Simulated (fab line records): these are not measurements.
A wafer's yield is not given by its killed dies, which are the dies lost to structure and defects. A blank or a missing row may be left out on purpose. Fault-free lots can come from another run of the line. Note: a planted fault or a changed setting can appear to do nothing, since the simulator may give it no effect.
Comparing a struck lot with a sound one :: flow nand_harc :: 15 steps out of a route of 1302
Sound: the wafers L187.1, L187.5, L187.6. Struck: wafer L190.5. The cause is named last.
Each step with rows lists, per side, the tool, then ch with its chambers, then its first start. Under that, the readings that differ: sound wafers :: struck wafers :: difference of the means :: sigmas: that difference in standard deviations of wafers without a fault.
alike: words and numbers the same on both sides, and readings whose means are apart by under 2 such deviations; not compared: readings that were withheld, readings missing a value for some wafer, numbers with overlapping values and no deviation given by the record, and bounds like >300 which may hide the same value.
Wherever a step has rows on one side only, a row that says differs or no value, or a row with sigmas, the two part there. Non-overlapping numbers with no deviation appear without sigmas and do not part them. A reading that every wafer of one side lacks parts them only if that side has two wafers or more.

first, 7 steps without rows for these wafers: NHARC_A_BLC_COAT_03 (time 65 s); NHARC_A_BLC_COAT_04 (resist thk 90 nm); NHARC_A_BLC_SOFTBAKE_05 (time 55 s); NHARC_A_BLC_EBR_06; NHARC_A_BLC_EXPOSE_07 (exposes mask A BLC, target cd 100 nm); NHARC_A_BLC_PEB_08 (peb time 65 s); NHARC_A_BLC_DEVELOP_09 (develop time 35 s).
NHARC_A_BLC_CD_MEAS_10 targets a cd of 100 nm.
  sound on cd_sem-02 ch 0, day 23 11:55; struck on cd_sem-01 ch 0, day 25 10:28
  alike: cd_nm
NHARC_A_BLC_OVL_MEAS_11:
  sound on overlay-01 at day 23 12:00; struck on overlay-01 at day 25 10:33
  alike: overlay_x_nm, overlay_y_nm
NHARC_A_BLC_INSPECT_12:
  sound on defect_inspect-01 at day 23 12:02; struck on defect_inspect-02 at day 25 10:35
  alike: raw_defect_count
NHARC_A_BLC_DESCUM_15: chemistry O2, time 3 s.
  sound on rie_diel-10 ch 0,2,3, day 23 12:08; struck on rie_diel-10 ch 3, day 25 10:41
  alike: drypump_motor_current_A, o2_flow_sccm, oes_product_au, rf_vpp_V, showerhead_plenum_p_Torr, throttle_valve_pct
  not compared: rf_hours_counter_h
NHARC_A_BLC_ETCH_16: etches the open film in CF4, target depth 39 nm, time 65 s.
  sound on rie_diel-10 ch 0,2,3, day 23 12:12; struck on rie_diel-10 ch 2, day 25 10:46
  alike: drypump_motor_current_A, oes_product_au, rf_vpp_V, run_length_s, showerhead_plenum_p_Torr, throttle_valve_pct
  not compared: rf_hours_counter_h
NHARC_A_BLC_ETCH_17: etches the open film in N2/H2, target depth 390 nm, time 609.38 s.
  sound on rie_diel-10 ch 0,1,3, day 23 12:22; struck on rie_diel-10 ch 0, day 25 11:03
reading: run_length_s (s)
sound: 630.7 629.7 631.2
struck: 585.0
difference: -45.5
sigmas: -81
  alike: drypump_motor_current_A, oes_product_au, rf_vpp_V, showerhead_plenum_p_Torr, throttle_valve_pct
  not compared: rf_hours_counter_h
NHARC_A_BLC_ETCH_18: etches the open film in C4F8/O2/Ar, target depth 910 nm.
  sound on rie_diel-10 ch 2,3; struck on rie_diel-10 ch 0
  alike: oes_product_au, rf_vpp_V
  not compared: rf_hours_counter_h
NHARC_END_SORT_01:
  the record has rows for the sound wafers here (prober-01 ch 0, day 25 05:38) and none for the struck ones

== WHERE THEY PART ==
First at NHARC_A_BLC_ETCH_17; last, within this record, at NHARC_END_SORT_01.

WHY: the cause the simulator had injected
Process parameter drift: rie_diel-10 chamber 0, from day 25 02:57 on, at NHARC_A_BLC_ETCH_17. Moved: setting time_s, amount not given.
